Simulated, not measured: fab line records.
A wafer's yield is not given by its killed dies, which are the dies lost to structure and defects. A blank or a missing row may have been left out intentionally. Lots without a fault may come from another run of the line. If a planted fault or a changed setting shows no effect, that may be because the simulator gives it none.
Struck lot and sound lot, side by side	flow nand harc	40 steps out of a route of 1159
Sound: these wafers, L978.2, L978.4, L978.5. Wafers L995.2, L995.4, L995.5 were the ones struck. The cause is given at the end.
For every step that has rows: the tool of each side, followed by ch and its chambers, followed by its first start. Under that, the readings that differ: sound wafers	struck wafers	difference of the means	sigmas: that difference in standard deviations of wafers without a fault.
alike: a reading whose means differ by less than 2 such deviations, as well as words and numbers matching on both sides. not compared: withheld readings; readings where some wafer has no value; bounds like >300 that might hide an equal value; numbers whose values overlap and for which the record gives no deviation.
Wherever a step has rows on one side only, a row that says differs or no value, or a row with sigmas, the two part there. Numbers that don't overlap but have no deviation are shown without sigmas and don't part them. Lack of a reading on every wafer of one side parts them only where that side has two or more wafers.

first, 7 steps without rows for these wafers: NHARC_P_CONTACT_COAT_34 (time 65 s); NHARC_P_CONTACT_COAT_06 (resist thk 90 nm); NHARC_P_CONTACT_SOFTBAKE_07 (time 55 s); NHARC_P_CONTACT_EBR_08; NHARC_P_CONTACT_EXPOSE_09 (exposes mask P CA, target cd 90 nm); NHARC_P_CONTACT_PEB_10 (peb time 65 s); NHARC_P_CONTACT_DEVELOP_11 (develop time 35 s).
NHARC_P_CONTACT_CD_MEAS_12: target cd 90 nm.
  sound on cd sem-01 ch 0, day 5 21:01; struck on cd sem-02 ch 0, day 10 03:16
reading	sound	struck	difference	sigmas
cd nm (nm)	90.6 90.5 90.7	88.9 89.7 89.5	-1.2	-2
NHARC_P_CONTACT_OVL_MEAS_13:
  sound on overlay-02 at day 5 21:07; struck on overlay-01 at day 10 03:22
  alike: overlay x nm, overlay y nm
NHARC_P_CONTACT_INSPECT_14:
  sound on defect inspect-01 at day 5 21:09; struck on defect inspect-02 at day 10 03:24
  alike: raw defect count
then, 2 steps without rows for these wafers: NHARC_P_CONTACT_DESCUM_17 (chemistry O2, time 3 s); NHARC_P_CONTACT_ETCH_35 (etches the open film in CF4, target depth 39 nm, time 65 s).
NHARC_P_CONTACT_ETCH_36: etches the open film in N2/H2, target depth 260 nm, time 406.25 s.
  sound on rie diel-08 ch 1,2, day 5 21:27; struck on rie diel-08 ch 0,2,3, day 10 03:38
  alike: drypump motor current A, oes product au, rf fwd power W, rf vpp V, showerhead plenum p Torr, throttle valve pct
  not compared: rf hours counter h
NHARC_P_CONTACT_ETCH_18: etches the open film in C4F8/O2/Ar, target depth 481 nm, time 240.5 s.
  sound: rie diel-08 ch 0,2; struck: rie diel-08 ch 0,1
  alike: oes product au, rf fwd power W, rf vpp V
  not compared: rf hours counter h
then, 1 step without rows for these wafers: NHARC_P_CONTACT_STRIP_37 (strips in C4F8/O2/Ar).
NHARC_P_CONTACT_ETCH_31: etches the open film in CH3F/O2, target depth 30 nm, time 85.7 s.
  sound: rie diel-08 ch 2,3; struck: rie diel-08 ch 0,3
  alike: drypump motor current A, oes product au, rf fwd power W, rf vpp V, showerhead plenum p Torr, throttle valve pct
  not compared: rf hours counter h
NHARC_P_CONTACT_CD_MEAS_19:
  sound on cd sem-03 at day 5 22:08; struck on cd sem-01 at day 10 04:20
  alike: cd nm
then, 2 steps without rows for these wafers: NHARC_P_CONTACT_STRIP_28 (strips in O2); NHARC_P_CONTACT_STRIP_29 (strips in post etch residue remover, time 1200 s).
NHARC_P_CONTACT_DEGAS_38: time 60 s.
  sound on pvd sputter-01 at day 5 22:52; struck on pvd sputter-03 at day 10 05:04
  alike: heater power w
then, 1 step without rows for these wafers: NHARC_P_CONTACT_PRE_CLEAN_39 (time 19.5 s).
NHARC_P_CONTACT_PVD_32: deposits Ti, target thk 5 nm, time 17.7 s.
  sound on pvd sputter-01; struck on pvd sputter-03
reading	sound	struck	difference	sigmas
cathode dc power W (W)	5001.2 4999.6 5001.6	4998.8 4998.7 4999.3	-1.9	-2
  alike: throttle valve pct
then, 2 steps without rows for these wafers: NHARC_P_CONTACT_ALD_22 (deposits TiN, target thk 3 nm, pulse time 1 s, ald cycles 150); NHARC_P_CONTACT_CVD_23 (deposits W, target thk 200 nm, time 557 s).
NHARC_P_CONTACT_CMP_24: polishes, t overpolish 30 s, target thk 200 nm.
  sound on cmp-02 ch 1,3, day 6 05:41; struck on cmp-02 ch 0,2,3, day 10 10:20
  alike: motor current A, overpolish run s, retaining ring pressure frac, slurry flow ml min, time to endpoint s
then, 11 steps without rows for these wafers: NHARC_P_CONTACT_SRD_26; NHARC_P_M0_DEP_00 (deposits SiOC, target thk 150 nm); NHARC_P_M0_DEHYDRATE_01 (time 120 s); NHARC_P_M0_HMDS_02 (time 30 s); NHARC_P_M0_COAT_33 (time 65 s); NHARC_P_M0_COAT_03 (resist thk 90 nm); NHARC_P_M0_SOFTBAKE_04 (time 55 s); NHARC_P_M0_EBR_05; NHARC_P_M0_EXPOSE_06 (exposes mask P M0, target cd 90 nm); NHARC_P_M0_PEB_07 (peb time 65 s); NHARC_P_M0_DEVELOP_08 (develop time 35 s).
NHARC_P_M0_CD_MEAS_09: target cd 90 nm.
  sound on cd sem-01 ch 0, day 6 06:58; struck on cd sem-01 ch 0, day 10 11:36
  alike: cd nm
NHARC_P_M0_OVL_MEAS_10: pitch 180 nm.
  sound on overlay-02 at day 6 07:03; struck on overlay-02 at day 10 11:41
reading	sound	struck	difference	sigmas
overlay y nm (nm)	-1.2 -0.8 -1.3	0.7 0.9 1.1	+2.0	+2
  alike: overlay x nm
then, 1 step without rows for these wafers: NHARC_P_M0_DESCUM_14 (chemistry O2, time 3 s).
-- jump in the record: it breaks off in module P_M0 and resumes in module END (first step shown: number 1159 of the route), and 14 days separate the struck wafers' starts before and after --
NHARC_END_SORT_01:
  only the struck wafers appear in the record here, on prober-01 ch 0 at day 24 02:43; the sound ones have no rows

## WHERE THEY PART
Earliest at NHARC_P_CONTACT_CD_MEAS_12; latest, in this record, at NHARC_END_SORT_01.

WHY: what the simulator had put in
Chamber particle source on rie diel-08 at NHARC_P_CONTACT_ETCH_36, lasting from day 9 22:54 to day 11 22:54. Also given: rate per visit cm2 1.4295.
